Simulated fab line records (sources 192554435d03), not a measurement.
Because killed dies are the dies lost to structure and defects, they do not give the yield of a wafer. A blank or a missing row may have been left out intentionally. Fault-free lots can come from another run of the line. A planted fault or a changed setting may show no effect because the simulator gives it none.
Which tool did it?    flow n5-finfet    12 lots (36 wafers sampled), 1 step of a 1938-step route

WHAT EACH GAUGE READ, for each wafer
N5_BEOL_M7_RS_MEAS_57: a four-point-probe measurement.
lot   measured      on             M7_RS (ohm/sq)
L075  day 9 07:38   film-metro-01  0.299 0.278 0.294
L077  day 9 17:22   film-metro-01  0.308 0.292 0.295
L079  day 10 01:04  film-metro-01  0.271 0.299 0.277
L081  day 11 02:42  film-metro-01  0.300 0.293 0.299
L084  day 11 15:02  film-metro-01  0.279 0.279 0.278
L083  day 11 19:54  film-metro-02  0.283 0.304 0.305
L086  day 12 10:35  film-metro-02  0.281 0.283 0.279
L089  day 12 21:31  film-metro-01  0.295 0.306 0.295
L091  day 13 13:26  film-metro-01  0.282 0.278 0.286
L094  day 14 02:59  film-metro-01  0.287 0.278 0.284
L095  day 14 08:45  film-metro-02  0.271 0.279 0.282
L096  day 14 16:52  film-metro-02  0.298 0.302 0.297

EACH LOT AND THE TOOL THAT RAN IT (in order: tool; ch and the chambers of the sampled wafers; start)
There is no process step in the record ahead of these readings.

THE ANSWER, worked out from the rows above alone
Rule: the usual values come from the lots themselves. Put in order of their means at a reading, lots are off if they are a third of the lots or fewer, leave a main group of 4 or more, and stand apart from it by a gap of 3 or more times the standard deviation of the main group's means; of several such gaps the widest counts. A main group whose means are all the same, to the digits that the tables above print for the reading, isn't used. Also off: a lot with no number at a reading for which 4 or more lots have one. Where the step has rows for the other lots, those lots are counted as sound.
No lot is off on any of the readings shown, so nothing can be concluded from this.

WHAT THE SIMULATOR PUT IN
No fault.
